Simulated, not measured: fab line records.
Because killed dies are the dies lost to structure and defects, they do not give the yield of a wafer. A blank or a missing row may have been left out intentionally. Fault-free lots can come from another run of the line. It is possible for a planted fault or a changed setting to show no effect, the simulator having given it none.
fab line records -- flow n5Finfet
record: lots: 10, wafers: 30, lastDay: 17
route steps=1938 shown BEOL_M8@1348
lots that met no fault: taken from a fault-free run of the same line
startH: start of the lot's first displayed wafer, in hours after the record's first day -- waitH: time in hours since the lot's previous step -- " same as the row above -- L1.1+2: one row covering several wafers at once -- - either no value or no given start -- * or withheld: withheld -- < > ~ a bound
route shown NAME@n: a module of which the file shows steps, and the number in the route of the first -- usual: average and standard deviation across the fault-free wafers -- same: alike in all rows -- chamber/n: place in a boat -- sites: the reading at each site -- _std_site: standard deviation of those values -- _edge_site: the outer-site mean with the inner-site mean subtracted -- radiusMm: how far each site lies from the wafer's centre -- mask NAME#n: copy n -- behind: tool/chamber where the wafer was last shaped -- hold: why the lot went on hold/how many hours it stayed there/how the hold came to an end -- device: the transistor (n, p or np) that didn't switch -- end of line: tests of these same wafers at the route's end -- a step with no rows: only its recipe -- killed: at the first sort, the dies lost to defects and structure; wafer yield is something else -- map: per-die view of a wafer (x killed, . not killed, _ where there is no die)
set.NAME: the setting as run; set.NAME@STEP: as run at that earlier step -- model.NAME: the simulator's own value behind a step, which no gauge read
one table for each step of the route and one row for each wafer, over a sample of lots
services: a tool's chamber out of use, with start hour (startH, from the record's first day; less than 0 if before it), hours out, and reason
== steps ==
step: N5_BEOL_M8_DESCUM_16
recipe: chemistry: O2, timeS: 7.9, sourcePowerW: 50, biasPowerW: 20, pressureMtorr: 20, rfFrequencyHz: 2.712e+07, tempC: 40, resist: CAR-ArF, o2FlowSccm: 225
usual: drypumpMotorCurrentA: 5.5/0.51, oesProductAu: 0.79/0.076, rfVppV: 243.2/1.4, showerheadPlenumPTorr: 2.10/0.076, throttleValvePct: 20.48/0.22
lot.wafer,tool,chamber,startH,waitH,drypumpMotorCurrentA,oesProductAu,rfHoursCounterH,rfVppV,showerheadPlenumPTorr,throttleValvePct
L837.1,rieDiel-03,2,205.47,0.1,5.8,0.71,220,241.7,1.98,20.63
L837.4,rieDiel-03,3,205.47,0.1,5.8,0.93,24,243.1,2.15,20.49
L837.6,rieDiel-03,2,205.47,0.1,5.8,0.70,-,241.6,1.98,20.62
L836.1,rieDiel-03,2,207.53,0.0,5.7,0.70,221,240.3,1.98,20.63
L836.3,rieDiel-03,1,207.53,0.0,4.8,0.79,110,241.8,2.03,20.13
L836.5,rieDiel-03,1,207.53,0.0,4.8,0.79,-,242.1,2.02,20.13
L839.1,rieDiel-06,0,216.24,0.0,5.0,0.72,199,244.4,2.15,20.66
L839.2,rieDiel-06,3,216.24,0.0,4.9,0.80,92,241.4,2.03,20.19
L839.4,rieDiel-06,2,216.24,0.0,5.2,0.79,124,241.8,2.03,20.61
L842.2,rieDiel-03,1,228.11,0.0,4.8,0.78,112,240.6,2.02,20.12
L842.4,rieDiel-03,3,228.11,0.0,5.8,0.92,34,243.5,2.14,20.49
L842.5,rieDiel-03,1,228.11,0.0,4.8,0.79,-,241.6,2.02,20.14
L848.1,rieDiel-03,1,277.90,0.1,4.8,0.77,131,241.3,2.02,20.14
L848.3,rieDiel-03,3,277.90,0.1,5.8,0.88,49,244.4,2.14,20.52
L848.5,rieDiel-03,1,277.90,0.1,4.8,0.76,-,242.7,2.02,20.16
L849.1,rieDiel-03,3,284.15,0.1,5.8,0.88,52,243.4,2.14,20.53
L849.2,rieDiel-03,1,284.15,0.1,4.8,0.77,134,240.5,2.02,20.15
L849.4,rieDiel-03,1,284.15,0.1,4.9,0.77,-,242.0,2.02,20.15
L854.4,rieDiel-01,3,299.91,0.3,6.5,0.80,-,244.5,2.21,20.25
L854.5,rieDiel-01,2,299.91,0.3,5.1,0.74,-,245.0,2.18,20.74
L854.6,rieDiel-01,1,299.91,0.3,5.8,0.86,-,243.1,2.04,20.30
L855.2,rieDiel-01,1,320.84,0.0,5.7,0.86,55,242.6,2.04,20.31
L855.3,rieDiel-01,0,320.84,0.0,5.6,1.01,2,243.8,2.06,20.39
L855.4,rieDiel-01,3,320.84,0.0,6.5,0.79,100,243.8,2.21,20.24
L856.1,rieDiel-01,0,327.69,0.0,5.7,1.01,3,244.5,2.06,20.38
L856.4,rieDiel-01,2,327.69,0.0,5.2,0.73,163,245.3,2.17,20.79
L856.5,rieDiel-01,3,327.69,0.0,6.5,0.79,-,245.7,2.20,20.25
L857.1,rieDiel-01,3,331.03,0.0,6.5,0.78,103,244.4,2.20,20.26
L857.2,rieDiel-01,0,331.03,0.0,5.6,1.00,5,244.1,2.06,20.37
L857.6,rieDiel-01,1,331.03,0.0,5.8,0.85,-,241.9,2.04,20.30
step: N5_BEOL_M8_STRIP_19
recipe: chemistry: O2, powerW: 400, tempC: 40, pressureMtorr: 30, rfFrequencyHz: 6e+07, biasPowerW: 0, overashFraction: 0.2, o2FlowSccm: 225
usual: drypumpMotorCurrentA: 5.5/0.49, oesProductAu: 0.78/0.076, rfVppV: 3.6/0.66, showerheadPlenumPTorr: 2.10/0.069, throttleValvePct: 16.72/0.22
lot.wafer,tool,chamber,startH,waitH,drypumpMotorCurrentA,oesProductAu,rfHoursCounterH,rfVppV,showerheadPlenumPTorr,throttleValvePct
L837.1,rieDiel-01,2,205.90,0.1,5.1,0.77,121,5.0,2.19,16.94
L837.4,rieDiel-01,0,205.90,0.1,5.6,0.71,221,3.7,2.07,16.94
L837.6,rieDiel-01,3,205.90,0.1,6.5,0.85,-,3.5,2.22,16.41
L836.1,rieDiel-06,2,207.92,0.1,5.2,0.79,121,3.6,2.03,16.84
L836.3,rieDiel-06,3,207.92,0.1,4.9,0.81,90,3.1,2.04,16.40
L836.5,rieDiel-06,3,207.92,0.1,4.9,0.80,-,5.2,2.04,16.40
L839.1,rieDiel-06,3,216.63,0.1,4.9,0.79,92,3.4,2.04,16.41
L839.2,rieDiel-06,1,216.63,0.1,5.4,0.78,116,3.3,2.13,16.77
L839.4,rieDiel-06,0,216.63,0.1,5.0,0.72,199,3.6,2.16,16.88
L842.2,rieDiel-06,3,228.65,0.2,4.9,0.81,97,4.1,2.04,16.41
L842.4,rieDiel-06,2,228.65,0.2,5.2,0.78,129,4.0,2.03,16.86
L842.5,rieDiel-06,1,228.65,0.2,5.4,0.77,-,4.7,2.13,16.79
L848.1,rieDiel-01,3,278.29,0.1,6.5,0.82,84,3.8,2.21,16.45
L848.3,rieDiel-01,2,278.29,0.1,5.1,0.76,146,3.2,2.19,17.00
L848.5,rieDiel-01,0,278.29,0.1,5.6,0.70,-,4.5,2.06,16.99
L849.1,rieDiel-03,1,284.57,0.1,4.9,0.77,134,4.5,2.02,16.42
L849.2,rieDiel-03,2,284.57,0.1,5.7,0.68,251,4.4,1.98,16.93
L849.4,rieDiel-03,1,284.57,0.1,4.9,0.78,-,4.4,2.02,16.42
L854.4,rieDiel-03,0,300.30,0.1,6.2,0.99,-,3.1,2.16,16.57
L854.5,rieDiel-03,1,300.30,0.1,4.8,0.75,-,3.2,2.02,16.42
L854.6,rieDiel-03,3,300.30,0.1,5.8,0.87,-,3.7,2.14,16.75
L855.2,rieDiel-06,1,321.24,0.1,5.4,0.75,151,3.5,2.12,16.84
L855.3,rieDiel-06,2,321.24,0.1,5.2,0.75,164,3.2,2.02,16.92
L855.4,rieDiel-06,3,321.24,0.1,4.9,0.77,129,4.3,2.02,16.46
L856.1,rieDiel-06,0,328.09,0.1,5.0,0.69,239,6.0,2.14,16.94
L856.4,rieDiel-06,2,328.09,0.1,5.2,0.75,166,4.3,2.02,16.93
L856.5,rieDiel-06,1,328.09,0.1,5.3,0.76,-,3.8,2.12,16.85
L857.1,rieDiel-01,3,331.43,0.1,6.5,0.78,103,3.1,2.21,16.47
L857.2,rieDiel-01,1,331.43,0.1,5.7,0.85,59,4.3,2.04,16.51
L857.6,rieDiel-01,1,331.43,0.1,5.7,0.84,-,4.2,2.04,16.53
step: N5_BEOL_M8_INSPECT_30
recipe: mode: adi, inspectInstrument: brightfield
usual: rawDefectCount: 402/83
lot.wafer,tool,chamber,startH,waitH,rawDefectCount
L837.1,defectInspect-01,-,209.81,0.1,339
L837.4,defectInspect-01,-,209.81,0.1,387
L837.6,defectInspect-01,-,209.81,0.1,307
L836.1,defectInspect-01,-,210.27,0.1,372
L836.3,defectInspect-01,-,210.27,0.1,439
L836.5,defectInspect-01,-,210.27,0.1,458
L839.1,defectInspect-01,-,217.09,0.1,596
L839.2,defectInspect-01,-,217.09,0.1,539
L839.4,defectInspect-01,-,217.09,0.1,566
L842.2,defectInspect-02,-,231.83,0.0,325
L842.4,defectInspect-02,-,231.83,0.0,329
L842.5,defectInspect-02,-,231.83,0.0,389
L848.1,defectInspect-02,-,283.05,0.1,366
L848.3,defectInspect-02,-,283.05,0.1,465
L848.5,defectInspect-02,-,283.05,0.1,369
L849.1,defectInspect-01,-,285.16,0.1,265
L849.2,defectInspect-01,-,285.16,0.1,364
L849.4,defectInspect-01,-,285.16,0.1,283
L854.4,defectInspect-01,-,300.99,0.0,408
L854.5,defectInspect-01,-,300.99,0.0,316
L854.6,defectInspect-01,-,300.99,0.0,302
L855.2,defectInspect-02,-,321.70,0.0,379
L855.3,defectInspect-02,-,321.70,0.0,404
L855.4,defectInspect-02,-,321.70,0.0,317
L856.1,defectInspect-02,-,329.38,0.1,468
L856.4,defectInspect-02,-,329.38,0.1,494
L856.5,defectInspect-02,-,329.38,0.1,400
L857.1,defectInspect-01,-,332.67,0.1,432
L857.2,defectInspect-01,-,332.67,0.1,368
L857.6,defectInspect-01,-,332.67,0.1,345
step: N5_BEOL_M8_ETCH_65
recipe: chemistry: CF4, target: SiARC, targetDepthA: 156, maskMaterial: CAR-EUV, timeS: 26, ionEnergyEv: 80, pressureMtorr: 40, sourceW: 545, biasW: 36, Ar_flow_sccm: 100, cf4FlowSccm: 100, ends: cleared
usual: biasW: 36.01/0.12, drypumpMotorCurrentA: 5.5/0.52, etchRfOnTimeS: 26.0/0.62, oesProductAu: 0.67/0.067, rfVppV: 184.0/1.3, showerheadPlenumPTorr: 2.14/0.073, throttleValvePct: 15.62/0.25
lot.wafer,tool,chamber,startH,waitH,biasW,drypumpMotorCurrentA,etchRfOnTimeS,oesProductAu,rfHoursCounterH,rfVppV,showerheadPlenumPTorr,throttleValvePct
L837.1,rieDiel-03,0,209.90,0.0,35.91,6.2,25.6,0.59,230,184.8,2.20,15.89
L837.4,rieDiel-03,3,209.90,0.0,36.01,5.8,26.7,0.77,25,185.9,2.18,15.53
L837.6,rieDiel-03,3,209.90,0.0,35.97,5.8,26.5,0.77,-,184.4,2.18,15.51
L836.1,rieDiel-06,2,210.40,0.0,36.10,5.2,25.0,0.69,122,184.5,2.06,15.68
L836.3,rieDiel-06,1,210.40,0.0,35.99,5.3,26.5,0.66,114,182.3,2.17,15.65
L836.5,rieDiel-06,0,210.40,0.0,35.97,5.0,25.7,0.61,-,186.1,2.21,15.86
L839.1,rieDiel-06,1,217.18,0.0,36.13,5.3,26.1,0.66,116,184.4,2.17,15.65
L839.2,rieDiel-06,3,217.18,0.0,36.01,4.9,26.8,0.67,92,183.3,2.07,15.24
L839.4,rieDiel-06,0,217.18,0.0,36.11,5.0,25.7,0.62,199,185.7,2.21,15.88
L842.2,rieDiel-01,0,231.98,0.0,35.80,5.6,26.0,0.61,230,184.3,2.11,15.90
L842.4,rieDiel-01,1,231.98,0.0,35.95,5.8,25.5,0.77,26,184.1,2.10,15.39
L842.5,rieDiel-01,0,231.98,0.0,35.98,5.6,26.1,0.61,-,184.8,2.11,15.88
L848.1,rieDiel-01,3,283.14,0.0,36.22,6.5,25.6,0.69,85,186.4,2.25,15.39
L848.3,rieDiel-01,2,283.14,0.0,35.71,5.1,26.8,0.64,147,185.5,2.23,15.94
L848.5,rieDiel-01,2,283.14,0.0,35.76,5.1,26.7,0.64,-,184.6,2.23,15.95
L849.1,rieDiel-06,0,285.25,0.0,35.95,5.1,39.1,0.48,224,184.7,2.20,15.89
L849.2,rieDiel-06,2,285.25,0.0,36.17,5.2,37.6,0.53,151,182.2,2.05,15.71
L849.4,rieDiel-06,3,285.25,0.0,35.96,4.9,39.8,0.53,116,183.8,2.06,15.28
L854.4,rieDiel-06,3,301.13,0.0,35.84,4.8,40.5,0.53,122,183.6,2.06,15.29
L854.5,rieDiel-06,2,301.13,0.0,35.76,5.2,37.9,0.53,-,183.7,2.05,15.74
L854.6,rieDiel-06,3,301.13,0.0,35.93,4.9,39.8,0.54,-,182.3,2.06,15.29
L855.2,rieDiel-06,1,321.79,0.0,36.10,5.4,39.0,0.52,151,183.8,2.15,15.73
L855.3,rieDiel-06,2,321.79,0.0,35.83,5.2,37.6,0.53,164,184.0,2.05,15.75
L855.4,rieDiel-06,3,321.79,0.0,35.97,4.9,39.8,0.53,129,184.0,2.06,15.32
L856.1,rieDiel-03,0,329.73,0.0,35.99,6.2,24.8,0.81,13,184.9,2.19,15.47
L856.4,rieDiel-03,2,329.73,0.0,36.10,5.8,26.0,0.78,5,185.3,2.29,15.43
L856.5,rieDiel-03,0,329.73,0.0,36.10,6.3,24.8,0.81,-,185.0,2.19,15.45
L857.1,rieDiel-01,1,332.75,0.0,36.04,5.8,25.5,0.74,59,184.1,2.09,15.48
L857.2,rieDiel-01,0,332.75,0.0,35.97,5.6,24.7,0.84,5,182.9,2.10,15.47
L857.6,rieDiel-01,0,332.75,0.0,36.21,5.6,24.6,0.85,-,182.0,2.10,15.46
== services ==
tool,chamber,startH,hours,kind
rieDiel-03,0,187.82,10.9,repair
rieDiel-06,0,188.36,17.2,repair
rieDiel-03,1,213.27,14.2,repair
rieDiel-03,0,218.88,6.2,repair
rieDiel-06,1,254.91,6.7,repair
rieDiel-06,3,258.08,2.7,repair
rieDiel-03,0,272.04,-,clean
rieDiel-03,0,272.04,-,consumableReplace:focusRing
rieDiel-03,0,272.04,22.2,scheduledDown
rieDiel-03,0,272.04,22.2,ventCycle
rieDiel-03,2,294.28,-,clean
rieDiel-03,2,294.28,-,consumableReplace:focusRing
rieDiel-03,2,294.28,-,consumableReplace:showerhead
rieDiel-03,2,294.28,25.3,scheduledDown
rieDiel-03,2,294.28,25.3,ventCycle
rieDiel-01,0,299.89,-,clean
rieDiel-01,0,299.89,-,consumableReplace:focusRing
rieDiel-01,0,299.89,15.7,scheduledDown
rieDiel-01,0,299.89,15.7,ventCycle
== key ==
firstSign: step: N5_BEOL_M8_ETCH_65, reading: etchRfOnTimeS, direction: up, sigmas: 21, usual: *, struck: *
effect: step: N5_BEOL_M8_ETCH_65, reading: oesProductAu, direction: down, sigmas: 2.2, usual: 0.67, struck: 0.52
metAt N5_BEOL_M8_ETCH_65
struckLots L849,L854,L855
notActingAt N5_BEOL_M8_DESCUM_16,N5_BEOL_M8_STRIP_19,N5_BEOL_M8_INSPECT_30
onsetBetween 217.18 285.25
fault: kind: processParameterDrift, tool: rieDiel-06, chamber: -, onsetH: 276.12, steps: N5_BEOL_M8_ETCH_65, channel: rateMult, offset: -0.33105, shape: step, endH: 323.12
